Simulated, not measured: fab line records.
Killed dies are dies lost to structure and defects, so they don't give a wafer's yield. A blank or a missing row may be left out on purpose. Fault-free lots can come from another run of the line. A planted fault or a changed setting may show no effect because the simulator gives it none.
A lot that was struck, set against a sound lot -- flow nand_harc -- 14 out of 1302 route steps
Sound: these wafers, L872.1, L872.3, L872.6. Struck: wafers L884.1, L884.6 (left out: L884.5, a lot-mate that was not struck); the cause follows at the end.
At each step with rows: each side's tool, then ch and its chambers, then its first start. Under that, the readings that differ: sound wafers -- struck wafers -- difference of the means -- sigmas: that difference in standard deviations of wafers without a fault.
alike: a reading whose means differ by less than 2 such deviations, as well as words and numbers matching on both sides. not compared: withheld readings; readings where some wafer has no value; bounds like >300 that might hide an equal value; numbers whose values overlap and for which the record gives no deviation.
The two part at a step that has a row with sigmas, a row that says differs or no value, or rows on one side only. Non-overlapping numbers with no deviation appear without sigmas and do not part them. A reading missing from all wafers of one side parts the sides only when that side holds two or more wafers.

first, 1 step without rows for these wafers: NHARC_A_CONTACT_STRIP_27 (strips in post etch residue remover, time 600 s).
NHARC_A_CONTACT_ALD_18: deposits TiN, target thk 3 nm, pulse time 1 s, ald cycles 150.
  sound on ald_metal-02 ch 0,2, day 24 17:47; struck on ald_metal-04 ch 1, day 28 22:53
  alike: heater_power_outer_w, heater_power_w, precursor_pulse_height_rel
  not compared: since_wet_clean_h
NHARC_A_CONTACT_CVD_19: deposits W, target thk 300 nm, time 802 s.
  sound: cvd_w-02 ch 0; struck: cvd_w-02 ch 0,1
  alike: heater_power_outer_w, heater_power_w, throttle_valve_pct
  not compared: since_wet_clean_h
NHARC_A_CONTACT_CMP_20: polishes, t overpolish 30 s, target thk 300 nm.
  sound on cmp-03 ch 0,2,3, day 24 18:53; struck on cmp-03 ch 0, day 28 23:58
  alike: motor_current_A, overpolish_run_s, slurry_flow_ml_min, time_to_endpoint_s
after that, 1 step had no rows for these wafers: NHARC_A_CONTACT_SRD_22.
NHARC_A_CONTACT_INSPECT_23:
  struck on defect_inspect-02, day 29 00:21; sound on defect_inspect-01, day 24 19:16
  alike: raw_defect_count
then, 5 steps without rows for these wafers: NHARC_A_BLC_DEHYDRATE_00 (time 120 s); NHARC_A_BLC_HMDS_01 (time 30 s); NHARC_A_BLC_COAT_02 (time 75 s); NHARC_A_BLC_COAT_03 (time 65 s); NHARC_A_BLC_COAT_04 (resist thk 90 nm).
NHARC_A_BLC_SOFTBAKE_05: time 55 s.
  sound on litho_track-06 ch 0, day 24 19:00; struck on litho_track-04 ch 0, day 29 00:00
reading,sound,struck,difference,sigmas
heater_power_total_W (W),188.76 188.32 188.37,222.46 222.56,+34.03,+99 or more
  alike: resist_line_temp_C
then, 2 steps without rows for these wafers: NHARC_A_BLC_EBR_06; NHARC_END_SORT_01.

== WHERE THEY PART ==
Only at NHARC_A_BLC_SOFTBAKE_05, as far as this record shows.

WHY: whatever the simulator had introduced
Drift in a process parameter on litho_track-04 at NHARC_A_BLC_SOFTBAKE_05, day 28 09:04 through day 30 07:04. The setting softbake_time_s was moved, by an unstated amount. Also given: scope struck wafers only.
